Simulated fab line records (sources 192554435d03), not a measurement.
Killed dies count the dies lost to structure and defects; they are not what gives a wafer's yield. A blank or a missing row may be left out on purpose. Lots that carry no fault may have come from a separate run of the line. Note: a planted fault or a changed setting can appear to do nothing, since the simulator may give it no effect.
Which tool did it? | flow n5 finfet | Sampling: 24 lots, 72 wafers, 5 of 1938 route steps

== WHAT THE GAUGES READ, wafer by wafer ==
N5_ILD0_INSPECT_06: inspects for defects (darkfield).
lot  | measured    | on                | raw defect count
L074 | day 3 20:01 | defect inspect-01 | 51 59 61
L075 | day 3 22:23 | defect inspect-02 | 38 21 53
L076 | day 4 06:47 | defect inspect-01 | 23 9 27
L077 | day 4 10:56 | defect inspect-01 | 45 24 43
L078 | day 4 19:40 | defect inspect-02 | 17 19 16
L079 | day 5 04:20 | defect inspect-01 | 22 17 17
L080 | day 5 09:32 | defect inspect-02 | 15 13 42
L081 | day 5 15:17 | defect inspect-02 | 55 22 48
L082 | day 6 01:10 | defect inspect-02 | 42 29 41
L083 | day 6 03:20 | defect inspect-01 | 19 9 30
L084 | day 6 10:26 | defect inspect-01 | 42 17 36
L085 | day 6 18:52 | defect inspect-01 | 20 18 29
L086 | day 6 19:23 | defect inspect-02 | 59 62 62
L087 | day 7 01:47 | defect inspect-02 | 66 55 24
L088 | day 7 09:55 | defect inspect-01 | 31 56 34
L089 | day 7 14:35 | defect inspect-02 | 44 32 31
L090 | day 7 19:52 | defect inspect-01 | 21 25 25
L091 | day 7 23:41 | defect inspect-02 | 40 23 26
L092 | day 8 08:40 | defect inspect-02 | 24 67 27
L093 | day 8 14:47 | defect inspect-02 | 27 25 64
L094 | day 8 20:52 | defect inspect-02 | 30 17 30
L095 | day 9 00:21 | defect inspect-01 | 33 40 33
L096 | day 9 13:37 | defect inspect-01 | 38 31 48
L097 | day 9 13:55 | defect inspect-02 | 55 45 50

N5_HKMG_FIN_CD_MEAS_49: the cd target is 202 nm.
lot  | measured    | on        | cd nm (nm)
L074 | day 4 02:31 | cd sem-01 | 202.8 202.5 202.3
L075 | day 4 04:26 | cd sem-03 | 201.2 201.3 202.8
L076 | day 4 12:42 | cd sem-03 | 202.9 203.0 202.3
L077 | day 4 18:10 | cd sem-03 | 201.4 201.7 201.7
L078 | day 5 02:05 | cd sem-02 | 201.4 201.9 201.3
L079 | day 5 10:26 | cd sem-01 | 202.1 202.6 202.4
L080 | day 5 15:23 | cd sem-01 | 202.2 202.2 202.3
L081 | day 5 21:39 | cd sem-02 | 201.5 203.5 202.7
L082 | day 6 08:22 | cd sem-02 | 201.8 202.8 202.3
L083 | day 6 09:44 | cd sem-03 | 201.3 201.3 201.0
L084 | day 6 16:43 | cd sem-03 | 202.3 201.9 202.9
L085 | day 7 01:12 | cd sem-02 | 202.0 202.5 201.3
L086 | day 7 01:56 | cd sem-03 | 202.4 201.0 201.8
L087 | day 7 08:50 | cd sem-01 | 202.1 201.6 201.8
L088 | day 7 16:06 | cd sem-02 | 201.3 201.3 201.5
L089 | day 7 20:49 | cd sem-02 | 201.4 202.0 203.1
L090 | day 8 01:59 | cd sem-02 | 201.2 202.7 201.8
L091 | day 8 06:05 | cd sem-02 | 201.1 201.8 201.1
L092 | day 8 14:32 | cd sem-01 | 202.8 202.9 202.4
L093 | day 8 21:28 | cd sem-02 | 202.0 201.7 202.2
L094 | day 9 03:50 | cd sem-01 | 201.9 201.8 202.1
L095 | day 9 06:45 | cd sem-02 | 202.2 202.3 201.7
L096 | day 9 19:34 | cd sem-01 | 201.3 201.3 201.7
L097 | day 9 20:21 | cd sem-01 | 203.2 203.2 202.4

== WHICH TOOL RAN EACH LOT (tool, then ch and the chambers of the sampled wafers, then the start) ==
lot  | N5_ILD0_LINER_00                 | N5_ILD0_CMP_07               | N5_ILD0_ALD_15
L074 | ald sin-03 ch 1,2, day 3 13:26   | cmp-03 ch 1,2, day 3 16:29   | ald sin-01 ch 0,1,2, day 3 17:29
L075 | ald sin-01 ch 0,1,3, day 3 15:58 | cmp-01 ch 0,2,3, day 3 18:44 | ald sin-03 ch 0,3, day 3 19:43
L076 | ald sin-01 ch 1,3, day 4 00:34   | cmp-01 ch 0,2,3, day 4 03:18 | ald sin-04 ch 0,2, day 4 04:16
L077 | ald sin-01 ch 0,3, day 4 04:43   | cmp-03 ch 1,3, day 4 07:24   | ald sin-01 ch 0,1,3, day 4 08:25
L078 | ald sin-01 ch 1,2,3, day 4 12:41 | cmp-04 ch 0,1,3, day 4 15:22 | ald sin-04 ch 1,2,3, day 4 17:08
L079 | ald sin-04 ch 0,2, day 4 21:29   | cmp-01 ch 0,1, day 5 00:11   | ald sin-03 ch 0,1,2, day 5 01:49
L080 | ald sin-04 ch 0,2,3, day 5 03:19 | cmp-01 ch 0,2, day 5 05:59   | ald sin-01 ch 0,2, day 5 07:01
L081 | ald sin-03 ch 0,1,2, day 5 09:02 | cmp-01 ch 0,1,3, day 5 11:44 | ald sin-03 ch 1,2,3, day 5 12:46
L082 | ald sin-04 ch 0,1,3, day 5 18:56 | cmp-04 ch 1,3, day 5 21:38   | ald sin-03 ch 0,3, day 5 22:38
L083 | ald sin-03 ch 2,3, day 5 21:01   | cmp-03 ch 0,2,3, day 5 23:47 | ald sin-03 ch 0,1,3, day 6 00:49
L084 | ald sin-03 ch 1,2,3, day 6 04:07 | cmp-04 ch 2,3, day 6 06:51   | ald sin-03 ch 0,3, day 6 07:55
L085 | ald sin-04 ch 1,2,3, day 6 12:37 | cmp-03 ch 1,2,3, day 6 15:22 | ald sin-04 ch 1,2,3, day 6 16:21
L086 | ald sin-03 ch 0,1,3, day 6 12:59 | cmp-01 ch 0,3, day 6 15:43   | ald sin-01 ch 2,3, day 6 16:52
L087 | ald sin-03 ch 0,1,3, day 6 19:25 | cmp-01 ch 1,2,3, day 6 22:08 | ald sin-03 ch 0,3, day 6 23:16
L088 | ald sin-03 ch 0,1, day 7 02:52   | cmp-04 ch 0,2,3, day 7 06:23 | ald sin-04 ch 0,1,2, day 7 07:24
L089 | ald sin-03 ch 1,3, day 7 07:50   | cmp-04 ch 2,3, day 7 10:35   | ald sin-03 ch 1,2,3, day 7 12:04
L090 | ald sin-04 ch 0,2, day 7 13:26   | cmp-01 ch 1,3, day 7 16:20   | ald sin-04 ch 2,3, day 7 17:21
L091 | ald sin-01 ch 1,2,3, day 7 17:28 | cmp-03 ch 0,2,3, day 7 20:10 | ald sin-03 ch 1,3, day 7 21:10
L092 | ald sin-01 ch 0,1, day 8 01:15   | cmp-01 ch 1,2,3, day 8 04:05 | ald sin-04 ch 0,2, day 8 05:04
L093 | ald sin-01 ch 0,1,3, day 8 08:05 | cmp-03 ch 0,3, day 8 10:47   | ald sin-01 ch 0,1,3, day 8 12:16
L094 | ald sin-04 ch 0,1,2, day 8 14:04 | cmp-01 ch 0,3, day 8 16:46   | ald sin-01 ch 0,2,3, day 8 18:21
L095 | ald sin-01 ch 0,3, day 8 17:30   | cmp-01 ch 0,1,3, day 8 20:48 | ald sin-04 ch 0,1,3, day 8 21:50
L096 | ald sin-04 ch 1,3, day 9 07:02   | cmp-03 ch 0,2,3, day 9 10:10 | ald sin-04 ch 0,2, day 9 11:05
L097 | ald sin-04 ch 0,1,2, day 9 07:40 | cmp-01 ch 1,2, day 9 10:22   | ald sin-03 ch 0,1, day 9 11:23
- N5_ILD0_LINER_00: material SiNx, target thk 4 nm, pulse time 1 s, purge time 2 s.
- N5_ILD0_CMP_07: polishes SiO2 flowable, stops on poly-Si, t overpolish 1.18 s, target thk 138.88 nm.
- N5_ILD0_ALD_15: deposits SiNx, target thk 24 nm, pulse time 1 s, ald cycles 480.

== WHAT THE TOOLS THEMSELVES READ (means of the sampled wafers that have a number; where no wafer has one, the mark that the record gives instead) ==
N5_ILD0_LINER_00.
lot  | tool       | heater power w (W) | precursor pulse height rel | susceptor temp C (C)
L074 | ald sin-03 | 849                | 0.980                      | 399.87
L075 | ald sin-01 | 1002               | 0.998                      | 400.00
L076 | ald sin-01 | 978                | 0.983                      | 399.88
L077 | ald sin-01 | 1050               | 0.985                      | 399.91
L078 | ald sin-01 | 904                | 1.008                      | 399.93
L079 | ald sin-04 | 831                | 1.028                      | 399.84
L080 | ald sin-04 | 868                | 0.994                      | 400.04
L081 | ald sin-03 | 894                | 0.999                      | 400.02
L082 | ald sin-04 | 811                | 1.032                      | 399.89
L083 | ald sin-03 | 878                | 1.021                      | 399.87
L084 | ald sin-03 | 854                | 1.021                      | 400.15
L085 | ald sin-04 | 892                | 0.988                      | 399.94
L086 | ald sin-03 | 915                | 0.993                      | 399.86
L087 | ald sin-03 | 903                | 1.003                      | 400.07
L088 | ald sin-03 | 890                | 1.013                      | 400.05
L089 | ald sin-03 | 868                | 0.985                      | 400.26
L090 | ald sin-04 | 836                | 0.997                      | 399.87
L091 | ald sin-01 | 869                | 0.993                      | 400.12
L092 | ald sin-01 | 1070               | 0.990                      | 400.20
L093 | ald sin-01 | 977                | 1.014                      | 400.04
L094 | ald sin-04 | 858                | 1.013                      | 400.06
L095 | ald sin-01 | 962                | 1.011                      | 399.92
L096 | ald sin-04 | 859                | 1.002                      | 400.02
L097 | ald sin-04 | 839                | 1.009                      | 400.16

N5_ILD0_CMP_07.
lot  | tool   | motor current A (A)
L074 | cmp-03 | 11.5
L075 | cmp-01 | 12.6
L076 | cmp-01 | 12.7
L077 | cmp-03 | 11.8
L078 | cmp-04 | 12.5
L079 | cmp-01 | 12.4
L080 | cmp-01 | 12.3
L081 | cmp-01 | 11.7
L082 | cmp-04 | 12.8
L083 | cmp-03 | 11.3
L084 | cmp-04 | 13.0
L085 | cmp-03 | 11.8
L086 | cmp-01 | 11.6
L087 | cmp-01 | 12.7
L088 | cmp-04 | 12.5
L089 | cmp-04 | 12.9
L090 | cmp-01 | 11.9
L091 | cmp-03 | 12.1
L092 | cmp-01 | 12.9
L093 | cmp-03 | 11.8
L094 | cmp-01 | 11.5
L095 | cmp-01 | 12.0
L096 | cmp-03 | 11.5
L097 | cmp-01 | 13.8

N5_ILD0_ALD_15.
lot  | tool       | heater power w (W) | precursor pulse height rel | susceptor temp C (C)
L074 | ald sin-01 | 945                | 0.992                      | 399.92
L075 | ald sin-03 | 906                | 1.014                      | 399.88
L076 | ald sin-04 | 906                | 0.991                      | 400.06
L077 | ald sin-01 | 1003               | 0.994                      | 399.86
L078 | ald sin-04 | 879                | 1.005                      | 399.97
L079 | ald sin-03 | 904                | 0.998                      | 399.86
L080 | ald sin-01 | 1008               | 0.986                      | 399.79
L081 | ald sin-03 | 860                | 0.987                      | 400.14
L082 | ald sin-03 | 946                | 1.026                      | 400.04
L083 | ald sin-03 | 899                | 0.999                      | 400.03
L084 | ald sin-03 | 933                | 0.989                      | 399.96
L085 | ald sin-04 | 891                | 1.008                      | 400.00
L086 | ald sin-01 | 871                | 1.003                      | 400.08
L087 | ald sin-03 | 931                | 0.992                      | 400.16
L088 | ald sin-04 | 845                | 1.006                      | 399.99
L089 | ald sin-03 | 854                | 0.998                      | 400.07
L090 | ald sin-04 | 917                | 1.014                      | 399.91
L091 | ald sin-03 | 876                | 0.996                      | 400.18
L092 | ald sin-04 | 844                | 1.004                      | 400.14
L093 | ald sin-01 | 986                | 1.008                      | 399.72
L094 | ald sin-01 | 944                | 0.989                      | 399.84
L095 | ald sin-04 | 814                | 0.991                      | 399.92
L096 | ald sin-04 | 826                | 0.991                      | 400.03
L097 | ald sin-03 | 865                | 0.998                      | 399.99

== THE ANSWER, worked out from the rows above alone ==
Rule: what is usual is taken from the lots themselves. Put in order of their means at a reading, lots are off if they are a third of the lots or fewer, leave a main group of 4 or more, and stand apart from it by a gap of 3 or more times the standard deviation of the main group's means; of several such gaps the widest counts. The tables above print the reading to a certain number of digits; a main group whose means all agree to those digits is not used. A lot without any number at a reading at which 4 lots or more have one is off too. All remaining lots with rows at the step are treated as sound. After the gauges, taken in route order, come the tools' own readings; for these a lot's mean is taken, as printed above. The first step at which some lot is off is used, and at that step the reading that is off furthest; a lot without a number counts as furthest.
No lot is off at any reading shown: from this, nothing can be told.

== WHAT HAD BEEN PUT IN BY THE SIMULATOR ==
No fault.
